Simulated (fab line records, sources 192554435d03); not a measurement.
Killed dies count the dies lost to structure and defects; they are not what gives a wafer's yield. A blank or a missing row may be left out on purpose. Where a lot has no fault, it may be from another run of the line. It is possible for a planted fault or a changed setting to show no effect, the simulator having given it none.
Split-lot experiment    flow n5Finfet    39 wafers read from 7 lots, route of 1938 steps

## THE SPLIT
At N5_BEOL_M5_DEP_56 (deposits SiCN from 3MS/NH3, target thk 8 nm, time 14 s), the setting targetThkA was moved away from the recipe's 80 angstrom on 12 of the 39 wafers read, by +18.7% to +55.9%. All remaining wafers had this setting at the recipe value.

The split's own step is where the reading is taken.

## THE READING
SiCN_of_BEOL_M5_DEP_56.thkNm (the simulator's own value, which no gauge read), in nm, at N5_BEOL_M5_DEP_56 (deposits SiCN from 3MS/NH3, target thk 8 nm, time 14 s). The file gives no usual value for it. Across the 27 wafers here that went through the recipe, the average is 8.0 nm and the standard deviation 0.19 nm.

wafer   tool, chamber at the split  targetThkA as run, angstrom  against the recipe  SiCN_of_BEOL_M5_DEP_56.thkNm, nm  against lot-mates on the recipe
L076.1  pecvd-02, 2,1,1             112.7                        +40.9%              11.2                              +3.2
L076.3  pecvd-02, 2,1,1             112.7                        +40.9%              11.2                              +3.2
L076.4  pecvd-02, 2,1,1             112.7                        +40.9%              11.2                              +3.2
L076.2  pecvd-02, 0                 80                           recipe              7.8                               -
L076.5  pecvd-02, 0                 80                           recipe              8                                 -
L076.6  pecvd-02, 2                 80                           recipe              8.2                               -
L086.1  pecvd-04, 0                 111.6                        +39.5%              11                                +2.8
L086.2  pecvd-04, 1,1,2             80                           recipe              8.2                               -
L086.4  pecvd-04, 1,1,2             80                           recipe              8.2                               -
L086.5  pecvd-04, 1,1,2             80                           recipe              8.2                               -
L086.3  pecvd-04, 2,0               111.6                        +39.5%              11.2                              +3.0
L086.6  pecvd-04, 2,0               111.6                        +39.5%              11.2                              +3.0
L090.1  pecvd-01, 2                 80                           recipe              7.6                               -
L090.6  pecvd-01, 2                 80                           recipe              7.6                               -
L090.2  pecvd-01, 1,0               80                           recipe              7.8                               -
L090.3  pecvd-01, 1,0               80                           recipe              7.8                               -
L090.4  pecvd-01, 1,0               80                           recipe              8                                 -
L090.5  pecvd-01, 1,0               80                           recipe              8                                 -
L091.1  pecvd-01, 0                 80                           recipe              8                                 -
L091.2  pecvd-01, 1                 124.7                        +55.9%              12.4                              +4.5
L091.3  pecvd-01, 2                 80                           recipe              7.8                               -
L091.5  pecvd-01, 2                 80                           recipe              7.8                               -
L091.4  pecvd-01, 1                 124.7                        +55.9%              12.8                              +4.9
L091.6  pecvd-01, 0                 124.7                        +55.9%              12.6                              +4.7
L094.1  pecvd-02, 1                 80                           recipe              8                                 -
L094.4  pecvd-02, 1                 80                           recipe              8                                 -
L094.2  pecvd-02, 0,2,2,0           80                           recipe              8.2                               -
L094.3  pecvd-02, 0,2,2,0           80                           recipe              8.2                               -
L094.5  pecvd-02, 0,2,2,0           80                           recipe              8.2                               -
L094.6  pecvd-02, 0,2,2,0           80                           recipe              8.2                               -
L095.1  pecvd-04, 0                 94.93                        +18.7%              9.4                               +1.3
L095.2  pecvd-04, 2,1               80                           recipe              8.2                               -
L095.4  pecvd-04, 2,1               80                           recipe              8.2                               -
L095.3  pecvd-04, 1                 80                           recipe              8                                 -
L095.5  pecvd-04, 2                 94.93                        +18.7%              9.6                               +1.5
L095.6  pecvd-04, 0                 94.93                        +18.7%              9.8                               +1.7
L096.1  pecvd-04, 1,2               80                           recipe              8                                 -
L096.4  pecvd-04, 1,2               80                           recipe              8                                 -
L096.5  pecvd-04, 0                 80                           recipe              8.2                               -
If several chambers appear in one row, that row covers several wafers at once and the file leaves open which wafer was in which chamber.

THE FIT
A straight line over all 39 wafers: SiCN_of_BEOL_M5_DEP_56.thkNm changes by +0.0804 nm for each +1% of targetThkA; r = +0.99; the points scatter about the line by 0.18 nm.
The same after taking each lot's own level away (the mean of its wafers on the recipe; 39 wafers): +0.0806 nm for each +1%; r = +1.00; scatter 0.16 nm.
On that fit, the largest move of targetThkA shifts the reading by 4.5 nm.
Measured against the standard deviation above, the lots' own levels, which go from 7.80 to 8.20 nm, span 2.1 times it.
So the lot-to-lot level changes the slope little: the two slopes agree.
Check: +4.49 nm against its lot-mates is what the line predicts for one of the wafers moved furthest among these (+55.9%) when that wafer is left out of the fit. It came out at +4.53 nm against them.

## THE OTHER SPLITS THESE WAFERS WENT THROUGH
Other splits were also applied to these wafers ahead of the reading. Each is held against what the fit with the lots' levels taken away leaves over:
other split on the same wafers                wafers away from the commonest value  r with SiCN_of_BEOL_M5_DEP_56.thkNm (lot level and that fit taken away)
N5_ZERO_LAYER_PECVD_02 timeS                  18                                    -0.20
N5_FIN_SAQP_HM_DEP_72 targetThkA              15                                    -0.26
N5_SD_EPI_N_ETCH_16 targetDepthA              12                                    -0.07
N5_MOL_CONTACT_COAG_VIA_ETCH_46 targetDepthA  18                                    +0.14
N5_BEOL_M1_TRENCH_ETCH_37 timeS               12                                    +0.36

## THE FILE'S OWN FIT
SiCN_of_BEOL_M5_DEP_56.thkNm changes by +0.0804 nm for each +1% of targetThkA, r = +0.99.
